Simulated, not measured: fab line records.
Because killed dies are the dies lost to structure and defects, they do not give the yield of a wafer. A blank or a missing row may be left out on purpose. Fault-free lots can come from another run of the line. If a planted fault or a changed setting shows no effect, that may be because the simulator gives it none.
fab line records	flow n5_finfet
[record] lots = 9	wafers = 25	last_day = 18
route steps=1938 shown MOL_CONTACT_COAG@531 BEOL_M4@1111
lots that met no fault: from a run of the same line without faults
start_h: start of the lot's first displayed wafer, in hours after the record's first day	wait_h: how many hours have passed since the lot's step before this one	" as in the row above	L1.1+2: one row covering several wafers at once	- either no value or no given start	* or withheld: withheld	< > ~ a bound
route shown NAME@n: NAME is a module with steps in the file, n the number in the route of the first one	usual: the fault-free wafers' mean and standard deviation	same: alike in all rows	chamber/n: place in a boat	sites: the reading at each site	_std_site: how widely they spread, as a standard deviation	_edge_site: inner sites' mean taken away from outer sites' mean	radius_mm: for every site, how far away it sits from the centre of the wafer	mask NAME#n: copy n	behind: the most recent tool/chamber to have shaped the wafer	hold: what put the lot on hold/how long, in hours/how the hold closed	device: the n, p or np transistor that did not switch	end of line: the route-end tests of the same wafers	where a step has no rows: the recipe by itself	killed: count of dies lost to structure and defects at first sort (not the wafer's yield)	map: a wafer's dies, marking killed ones x, the rest . and places with no die _
set.NAME: the setting the step ran with; set.NAME@STEP: the setting that earlier step ran with	model.NAME: the simulator's own value behind a step, which no gauge read
steps of the route over a sample of lots; a table a step, a row a wafer
services: when a tool's chamber went out of use (start_h, in hours from the record's first day, below 0 if earlier), for how many hours, and the reason
[[steps]]
[step N5_MOL_CONTACT_COAG_ETCH_105]
[recipe] chemistry = CF4	target = SiARC	target_depth_a = 156	mask_material = CAR-EUV	time_s = 26	ion_energy_ev = 80	pressure_mtorr = 40	source_w = 545	bias_w = 36	Ar_flow_sccm = 100	cf4_flow_sccm = 100	ends = cleared
[usual] cf4_flow_sccm = 100.0/0.32	drypump_motor_current_A = 5.8/0.36	etch_rf_on_time_s = 26.0/0.54	oes_product_au = 0.70/0.086	rf_vpp_V = 184.5/1.2	showerhead_plenum_p_Torr = 2.18/0.067	throttle_valve_pct = 15.62/0.25
lot.wafer	tool	chamber	start_h	wait_h	cf4_flow_sccm	drypump_motor_current_A	etch_rf_on_time_s	oes_product_au	rf_hours_counter_h	rf_vpp_V	showerhead_plenum_p_Torr	throttle_valve_pct
L340.2	rie_diel-02	2	86.72	0.0	99.6	6.2	26.3	0.80	10	183.5	2.17	15.07
L340.3	"	3	"	"	100.2	5.5	26.5	0.59	247	185.2	2.20	15.56
L340.5	"	3	"	"	99.8	5.5	26.5	0.60	-	185.6	2.20	15.57
L343.1	rie_diel-06	1	108.22	0.0	100.2	6.5	26.9	0.57	247	185.2	2.19	16.10
L343.2	"	3	"	"	100.1	5.4	26.3	0.61	177	184.2	2.14	15.89
L343.3	"	2	"	"	99.9	5.7	25.7	0.80	15	182.8	2.10	15.35
L345.1	rie_diel-06	2	118.15	0.0	99.9	5.7	25.8	0.79	19	183.5	2.10	15.39
L345.3	"	3	"	"	100.4	5.4	26.4	0.60	181	183.6	2.13	15.90
L345.5	"	3	"	"	100.3	5.4	26.3	0.60	-	184.0	2.13	15.92
L347.2	rie_diel-01	3	132.61	0.0	99.7	5.3	25.5	0.80	10	184.7	2.29	15.67
L347.3	"	2	"	"	100.2	5.9	26.6	0.61	213	184.7	2.20	15.72
L347.4	"	1	"	"	99.9	6.1	26.5	0.60	235	183.2	2.10	15.76
L358.2	rie_diel-02	2	193.25	0.0	100.0	6.2	26.1	0.75	49	184.5	2.16	15.13
L358.6	"	0	"	"	99.4	6.0	25.9	0.73	-	185.5	2.16	15.34
L359.5	rie_diel-06	1	204.30	0.0	100.2	6.5	26.1	0.76	-	185.0	2.18	15.67
L359.6	"	0	"	"	99.5	6.2	25.3	0.75	-	182.2	2.10	15.65
L360.2	rie_diel-06	1	206.15	0.0	99.7	6.5	26.5	0.76	27	183.4	2.18	15.68
L360.3	"	0	"	"	99.6	6.2	25.4	0.76	37	184.4	2.10	15.66
L360.4	"	3	"	"	99.7	5.4	27.0	0.57	214	183.8	2.12	15.96
L361.3	rie_diel-01	3	219.09	0.0	100.1	5.3	25.5	0.74	40	186.2	2.27	15.71
L361.5	"	3	"	"	100.2	5.3	25.3	0.74	-	186.0	2.27	15.72
L361.6	"	1	"	"	100.0	6.1	26.5	0.79	-	184.3	2.09	15.30
L362.3	rie_diel-06	0	221.58	0.0	100.1	6.2	25.3	0.75	41	185.1	2.10	15.66
L362.4	"	2	"	"	100.4	5.7	26.1	0.74	57	182.4	2.09	15.47
L362.5	"	3	"	"	99.8	5.4	26.8	0.57	-	182.9	2.12	16.00
[step N5_MOL_CONTACT_COAG_ETCH_106]
[recipe] chemistry = N2/H2	target = SOC	target_depth_a = 800	overetch_a = 160	mask_material = SiARC	temp_c = 40	time_s = 120	ion_energy_ev = 200	pressure_mtorr = 30	source_w = 840	bias_w = 150	n2_flow_sccm = 200	h2_flow_sccm = 200
[usual] drypump_motor_current_A = 5.9/0.35	h2_flow_sccm = 200.1/0.59	oes_product_au = 0.73/0.083	rf_vpp_V = 525.2/2.5	showerhead_plenum_p_Torr = 2.58/0.079	throttle_valve_pct = 17.87/0.21
lot.wafer	tool	chamber	start_h	wait_h	drypump_motor_current_A	h2_flow_sccm	oes_product_au	rf_hours_counter_h	rf_vpp_V	showerhead_plenum_p_Torr	throttle_valve_pct
L340.2	rie_diel-02	2	86.75	0.0	6.2	200.1	0.86	10	525.4	2.60	17.29
L340.3	"	3	"	"	5.5	200.3	0.63	247	525.3	2.62	17.84
L340.5	"	3	"	"	5.5	201.4	0.63	-	525.8	2.62	17.84
L343.1	rie_diel-06	1	108.25	0.0	6.5	199.8	0.61	247	526.6	2.60	18.26
L343.2	"	3	"	"	5.4	200.3	0.63	177	522.4	2.52	18.11
L343.3	"	2	"	"	5.7	200.3	0.83	15	522.2	2.50	17.76
L345.1	rie_diel-06	2	118.18	0.0	5.7	199.6	0.83	19	522.0	2.50	17.78
L345.3	"	3	"	"	5.4	199.3	0.63	181	523.7	2.52	18.11
L345.5	"	3	"	"	5.4	199.7	0.64	-	523.9	2.52	18.11
L347.2	rie_diel-01	3	132.64	0.0	5.3	199.9	0.83	10	528.4	2.69	17.82
L347.3	"	2	"	"	5.9	200.5	0.65	213	525.9	2.61	17.84
L347.4	"	1	"	"	6.1	200.4	0.64	235	523.4	2.51	18.08
L358.2	rie_diel-02	2	193.28	0.0	6.2	199.8	0.78	49	523.6	2.58	17.35
L358.6	"	0	"	"	6.0	201.0	0.75	-	523.6	2.58	17.62
L359.5	rie_diel-06	1	204.35	0.0	6.5	199.0	0.80	-	526.7	2.59	17.88
L359.6	"	0	"	"	6.2	198.9	0.77	-	521.9	2.48	18.07
L360.2	rie_diel-06	1	206.17	0.0	6.5	200.5	0.80	27	526.6	2.59	17.89
L360.3	"	0	"	"	6.2	201.0	0.78	37	522.2	2.48	18.05
L360.4	"	3	"	"	5.4	199.5	0.62	214	522.5	2.50	18.18
L361.3	rie_diel-01	3	219.12	0.0	5.3	199.6	0.77	40	527.7	2.68	17.86
L361.5	"	3	"	"	5.3	199.9	0.76	-	529.2	2.68	17.85
L361.6	"	1	"	"	6.1	200.7	0.84	-	523.1	2.50	17.68
L362.3	rie_diel-06	0	221.60	0.0	6.2	199.4	0.77	41	520.8	2.48	18.06
L362.4	"	2	"	"	5.7	199.7	0.77	57	522.9	2.48	17.83
L362.5	"	3	"	"	5.4	199.5	0.61	-	521.6	2.50	18.19
[step N5_MOL_CONTACT_COAG_ETCH_15]
[recipe] chemistry = CH3F/O2	target = SiNx	target_depth_a = 70	mask_material = SOC	stop_on = Si:P	over_etch_frac = 0.75	ion_energy_ev = 120	pressure_mtorr = 30	source_w = 395	bias_w = 73	Ar_flow_sccm = 150	CH3F_flow_sccm = 30	O2_flow_sccm = 20
[usual] drypump_motor_current_A = 5.8/0.35	oes_product_au = 0.60/0.068	rf_vpp_V = 301/3.8	showerhead_plenum_p_Torr = 2.03/0.063	throttle_valve_pct = 16.35/0.24
lot.wafer	tool	chamber	start_h	wait_h	drypump_motor_current_A	oes_product_au	rf_hours_counter_h	rf_vpp_V	showerhead_plenum_p_Torr	throttle_valve_pct
L340.2	rie_diel-02	2	86.88	0.0	6.2	0.69	10	312	2.03	15.82
L340.3	"	3	"	"	5.5	0.52	247	296	2.06	16.29
L340.5	"	3	"	"	5.5	0.52	-	296	2.06	16.29
L343.1	rie_diel-06	1	108.39	0.0	6.5	0.50	247	304	2.05	16.82
L343.2	"	3	"	"	5.4	0.53	177	305	1.99	16.61
L343.3	"	2	"	"	5.7	0.68	15	299	1.96	16.11
L345.1	rie_diel-06	2	118.31	0.0	5.7	0.68	19	299	1.96	16.10
L345.3	"	3	"	"	5.4	0.51	181	305	1.99	16.61
L345.5	"	3	"	"	5.4	0.52	-	304	1.99	16.61
L347.2	rie_diel-01	3	132.78	0.0	5.3	0.67	10	297	2.14	16.38
L347.3	"	2	"	"	5.9	0.52	213	303	2.07	16.49
L347.4	"	1	"	"	6.1	0.52	235	302	1.97	16.52
L358.2	rie_diel-02	2	193.42	0.0	6.2	0.64	49	312	2.02	15.90
L358.6	"	0	"	"	6.0	0.61	-	299	2.03	16.13
L359.5	rie_diel-06	1	204.48	0.0	6.6	0.66	-	303	2.04	16.39
L359.6	"	0	"	"	6.2	0.64	-	303	1.95	16.41
L360.2	rie_diel-06	1	206.31	0.0	6.5	0.66	27	303	2.04	16.41
L360.3	"	0	"	"	6.2	0.64	37	303	1.95	16.40
L360.4	"	3	"	"	5.4	0.50	214	304	1.98	16.67
L361.3	rie_diel-01	3	219.26	0.0	5.3	0.62	40	297	2.13	16.42
L361.5	"	3	"	"	5.3	0.62	-	298	2.13	16.42
L361.6	"	1	"	"	6.1	0.70	-	305	1.96	16.06
L362.3	rie_diel-06	0	221.74	0.0	6.2	0.63	41	302	1.95	16.42
L362.4	"	2	"	"	5.7	0.63	57	298	1.95	16.19
L362.5	"	3	"	"	5.4	0.50	-	305	1.97	16.68
[step N5_MOL_CONTACT_COAG_ALD_20]
[recipe] material = TiN	target_thk_a = 15	temp_c = 400	ald_precursor_family = TiCl4	ald_co_reactant = NH3	pulse_time_s = 1	purge_time_s = 3	co_reactant_purge_time_s = 2	co_reactant_pulse_time_s = 2	ald_cycles = 68	pressure_torr = 3
[usual] ald_cycles = 68/0	heater_power_w = 851/110	precursor_pulse_height_rel = 1.000/0.021
[same] co_reactant_pulse_time_s = 2
lot.wafer	tool	chamber	start_h	wait_h	ald_cycles	heater_power_w	precursor_pulse_height_rel
L340.2	ald_metal-01	3	90.17	0.1	68	920	1.004
L340.3	"	1	"	"	68	853	1.010
L340.5	"	0	"	"	68	1051	1.009
L343.1	ald_metal-04	2	109.93	0.1	68	933	0.991
L343.2	"	1	"	"	68	769	0.991
L343.3	"	0	"	"	68	714	1.018
L345.1	ald_metal-04	0	119.19	0.1	68	712	1.045
L345.3	"	1	"	"	68	731	0.980
L345.5	"	0	"	"	68	737	1.031
L347.2	ald_metal-04	1	135.23	0.1	68	748	1.005
L347.3	"	2	"	"	68	913	1.001
L347.4	"	0	"	"	58	745	0.985
L358.2	ald_metal-04	0	194.24	0.1	68	732	0.986
L358.6	"	2	"	"	68	955	1.001
L359.5	ald_metal-04	2	205.39	0.2	68	917	1.002
L359.6	"	3	"	"	68	847	0.987
L360.2	ald_metal-04	1	207.51	0.1	68	744	0.990
L360.3	"	0	"	"	68	739	1.029
L360.4	"	2	"	"	68	930	0.964
L361.3	ald_metal-01	0	220.07	0.1	68	1055	1.001
L361.5	"	1	"	"	68	799	0.966
L361.6	"	0	"	"	68	1091	1.022
L362.3	ald_metal-01	0	222.49	0.1	68	1076	0.987
L362.4	"	1	"	"	68	842	0.977
L362.5	"	1	"	"	68	842	0.988
[step N5_BEOL_M4_RC_MEAS_101]
[usual] DIBL_N = 36.9/1.7	DIBL_P = 37.3/2.3	IOFF_N = 0.16/0.033	IOFF_P = 0.22/0.04	ION_N = 673/12	ION_P = 463/8	SS_N = 71.6/0.58	SS_P = 73.4/0.74	VT_N = 250/3.2	VT_P = -250/3.4
lot.wafer	tool	chamber	start_h	wait_h	DIBL_N[mV/V]	DIBL_P[mV/V]	IOFF_N[nA/um]	IOFF_P[nA/um]	ION_N[uA/um]	ION_P[uA/um]	SS_N[mV/dec]	SS_P[mV/dec]	VT_N[mV]	VT_P[mV]
L340.2	prober-01	0	165.78	0.2	38.3	40.6	0.22	0.29	691	471	71.8	74.1	247	-247
L340.3	"	0	"	"	39.7	42.2	0.25	0.33	681	473	73.0	74.5	243	-244
L340.5	"	0	"	"	36.7	38.1	0.18	0.24	675	467	72.2	73.4	250	-248
L343.1	prober-02	0	186.13	0.0	37.3	38.3	0.18	0.23	676	460	72.1	73.7	249	-249
L343.2	"	0	"	"	36.1	37.8	0.16	0.22	668	464	71.6	72.9	252	-250
L343.3	"	0	"	"	36.7	38.3	0.18	0.24	684	475	72.0	72.8	247	-249
L345.1	prober-01	0	199.07	0.0	36.9	36.3	0.17	0.20	665	451	71.1	73.1	251	-252
L345.3	"	0	"	"	34.3	33.5	0.14	0.17	684	461	70.8	73.1	250	-257
L345.5	"	0	"	"	35.0	33.1	0.13	0.16	660	446	71.4	72.3	253	-257
L347.2	prober-01	0	218.35	0.2	40.5	41.6	0.24	0.30	687	473	72.5	74.3	245	-245
L347.3	"	0	"	"	37.7	37.0	0.17	0.21	668	462	71.4	73.4	249	-250
L347.4	"	0	"	"	36.3	35.5	0.14	0.19	661	454	71.3	72.9	251	-251
L358.2	prober-01	0	271.95	0.2	36.9	35.1	0.13	0.20	654	456	71.3	73.8	256	-252
L358.6	"	0	"	"	35.7	34.5	0.13	0.19	661	453	71.7	73.3	252	-251
L359.5	prober-01	0	291.42	0.6	38.5	37.8	0.17	0.23	697	476	71.4	73.7	248	-249
L359.6	"	0	"	"	38.1	37.8	0.17	0.23	670	462	71.7	72.7	251	-250
L360.2	prober-02	0	304.66	0.2	37.1	37.2	0.18	0.22	677	461	71.6	74.7	246	-251
L360.3	"	0	"	"	34.8	35.2	0.14	0.18	677	458	70.7	72.4	252	-254
L360.4	"	0	"	"	32.6	31.7	0.10	0.15	650	449	69.9	72.3	257	-259
L362.3	prober-02	0	307.75	0.3	38.6	39.3	0.18	0.24	673	459	71.7	73.9	252	-252
L362.4	"	0	"	"	39.3	39.4	0.18	0.23	669	459	72.6	74.4	251	-253
L362.5	"	0	"	"	37.7	38.0	0.14	0.21	661	453	72.0	73.8	255	-255
L361.3	prober-01	0	308.31	0.3	34.2	36.0	0.12	0.19	669	467	71.6	72.4	256	-254
L361.5	"	0	"	"	39.0	41.1	0.20	0.27	677	465	72.0	73.9	246	-248
L361.6	"	0	"	"	36.4	37.0	0.14	0.21	667	464	71.3	73.9	254	-248
[[services]]
tool	chamber	start_h	hours	kind
rie_diel-06	2	67.29	-	clean
rie_diel-06	2	67.29	-	consumable_replace:focus_ring
rie_diel-06	2	67.29	14.4	scheduled_down
rie_diel-06	2	67.29	14.4	vent_cycle
ald_metal-01	-	81.42	8.7	pm
rie_diel-01	3	85.99	-	clean
rie_diel-01	3	85.99	-	consumable_replace:focus_ring
rie_diel-01	3	85.99	-	consumable_replace:showerhead
rie_diel-01	-	86.10	14.6	pm
rie_diel-06	0	89.21	9.2	repair
rie_diel-06	0	98.67	-	clean
rie_diel-06	0	98.67	-	consumable_replace:focus_ring
rie_diel-06	0	98.67	14.5	scheduled_down
rie_diel-06	0	98.67	14.5	vent_cycle
rie_diel-06	1	113.60	-	clean
rie_diel-06	1	113.60	-	consumable_replace:focus_ring
rie_diel-06	1	113.60	19.9	scheduled_down
rie_diel-06	1	113.60	19.9	vent_cycle
ald_metal-01	-	118.08	2.8	pm
rie_diel-02	2	171.75	5.4	repair
rie_diel-01	-	189.34	0.3	repair
ald_metal-01	-	199.96	0.9	repair
rie_diel-01	2	218.92	9.9	repair
rie_diel-02	0	219.88	3.8	repair
[[key]]
[first_sign] step = N5_MOL_CONTACT_COAG_ALD_20	reading = ald_cycles	direction = down	sigmas = 99+	usual = *	struck = *
effect none on later readings
met_at N5_MOL_CONTACT_COAG_ALD_20
struck_lots L347
struck_wafers L347.4
not_acting_at N5_MOL_CONTACT_COAG_ETCH_105,N5_MOL_CONTACT_COAG_ETCH_106,N5_MOL_CONTACT_COAG_ETCH_15
onset_between 119.19 135.23
[fault] kind = process_parameter_drift	tool = ald_metal-04	chamber = 0	onset_h = 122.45	steps = N5_MOL_CONTACT_COAG_ALD_20	channel = ald_cycles	offset = *	shape = step	end_h = 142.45	acts_in = *	stated = *
